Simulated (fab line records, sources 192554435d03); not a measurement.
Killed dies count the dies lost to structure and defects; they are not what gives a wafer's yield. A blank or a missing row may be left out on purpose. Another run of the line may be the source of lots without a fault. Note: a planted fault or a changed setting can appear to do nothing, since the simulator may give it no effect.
A lot that was struck, set against a sound lot :: flow n5_finfet :: 17 steps out of a route of 1938
Sound: these wafers, L514.2, L514.3, L514.5. The struck wafers were L523.1, L523.2, L523.4. Last of all comes the cause.
Order at every step that has rows: each side's tool, ch and its chambers, its first start. Under that, the readings that differ: sound wafers :: struck wafers :: difference of the means :: sigmas: that difference in standard deviations of wafers without a fault.
alike: a reading whose means differ by less than 2 such deviations, as well as words and numbers matching on both sides. not compared: withheld readings; readings where some wafer has no value; bounds like >300 that might hide an equal value; numbers whose values overlap and for which the record gives no deviation.
A row with sigmas, a row that says differs or no value, or rows on one side alone: a step with any of these is where the two part. Numbers that don't overlap but have no deviation are shown without sigmas and don't part them. A reading that every wafer of one side lacks parts them only if that side has two wafers or more.

first, 1 step without rows for these wafers: N5_SDB_STRIP_19 (strips in N2/H2).
N5_SDB_STRIP_21: strips in CF4.
  sound on rie_diel-06 ch 1,3, day 5 08:33; struck on rie_diel-06 ch 0,1,2, day 7 13:11
  alike: drypump_motor_current_A, oes_product_au, rf_fwd_power_W, rf_vpp_V, showerhead_plenum_p_Torr, throttle_valve_pct
  not compared: rf_hours_counter_h
N5_SDB_HM_OPEN_20: chemistry CH3F/O2, target SiNx, stops on poly-Si, target depth 24 nm.
  sound on rie_diel-06 ch 1,3, day 5 08:34; struck on rie_diel-06 ch 0,1,2, day 7 13:12
  alike: drypump_motor_current_A, oes_f_703_au, oes_product_au, rf_fwd_power_W, rf_vpp_V, showerhead_plenum_p_Torr, throttle_valve_pct
  not compared: rf_hours_counter_h
N5_SDB_STRIP_22: strips in N2/H2.
  sound on plasma_asher-01 ch 0,1, day 5 08:39; struck on plasma_asher-02 ch 0,1, day 7 13:27
  alike: drypump_motor_current_A, heater_power_w, oes_product_au, strip_time_to_endpoint_s
  not compared: rf_hours_counter_h
then, 3 steps without rows for these wafers: N5_SDB_PRECLEAN_23 (cleans in dHF, time 30 s); N5_SDB_DUMMY_REMOVE_24 (chemistry TMAH, target poly-Si, stops on SiO2, target depth 142 nm, time 57 s, rinse time 30 s); N5_SDB_ETCH_25 (etches SiO2 in C4F6/O2, target depth 10 nm, time 3.3 s).
N5_SDB_CUT_ETCH_26: etches Si in HBr/Cl2/O2, target depth 129.6 nm, bt time 20 s, time 51.8 s.
  sound on rie_si-04 ch 0,1,2, day 5 09:20; struck on rie_si-04 ch 1,2,3, day 7 14:05
  alike: drypump_motor_current_A, mfc_cl2_sccm, oes_product_au, throttle_valve_pct
  not compared: rf_fwd_power_W, rf_hours_counter_h
then, 3 steps without rows for these wafers: N5_SDB_PRECLEAN_38 (cleans in dHF, time 10 s); N5_SDB_PRECLEAN_39 (cleans in O3/DIW, time 45 s); N5_SDB_SRD_28 (time 30 s).
N5_SDB_ALD_29: deposits SiNx, target thk 30 nm, pulse time 1 s, ald cycles 600.
  sound on ald_sin-03 ch 0,3, day 5 09:43; struck on ald_sin-01 ch 1,2,3, day 7 14:41
  alike: chamber_pressure_Torr, heater_power_w, precursor_pulse_height_rel
N5_SDB_CMP_30: polishes, stops on poly-Si, t overpolish 1.54 s, target thk 30 nm.
  sound on cmp-01 ch 0,1,2, day 5 12:32; struck on cmp-02 ch 0,1,2, day 7 17:27
  no value came back on the struck wafers for any of 6 readings (edge_zone_pressure_frac, head_pressure_psi (psi) and others); on the sound wafers edge_zone_pressure_frac reads 0.998 1.003 0.997
reading: model.SiNx_of_SDB_HM_DEP_00.thk_nm (nm)
sound: 0 0 0
struck: 21.8 21 22.2
difference: +21.7
sigmas: 

reading: model.a-Si_of_DUMMY_GATE_CVD_03.thk_nm (nm)
sound: 65.8 66.2 65.6
struck: 70 69.8 71
difference: +4
sigmas: 
N5_SDB_THK_MEAS_31:
  sound on film_metro-01, day 5 12:45; struck on film_metro-01, day 7 17:43
reading: SDB_THK (nm)
sound: 65.7 66.2 65.6
struck: 70.1 69.9 71.2
difference: +4.6
sigmas: +5
N5_SDB_INSPECT_36: inspects for defects (darkfield).
  sound on defect_inspect-01, day 5 12:46; struck on defect_inspect-01, day 7 17:44
  alike: raw_defect_count
N5_BEOL_M4_RC_MEAS_101:
  the record has rows for the sound wafers here (prober-02 ch 0, day 9 05:10) and none for the struck ones
-- here the record skips 8 days between the struck wafers' starts before and after, leaving off in module BEOL_M4 and picking up in module PASSIVATION (first step shown: number 1936 of the route) --
N5_PASSIVATION_PROBE_49:
  rows exist in the record for the struck wafers here (prober-02, day 16 00:13), but not for the sound ones

## WHERE THEY PART
Last at N5_PASSIVATION_PROBE_49 as far as this record goes, first at N5_SDB_CMP_30.

WHY: what had been put in by the simulator
Entire step skipped (cmp-02, N5_SDB_CMP_30), from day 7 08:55 onward. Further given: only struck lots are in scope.
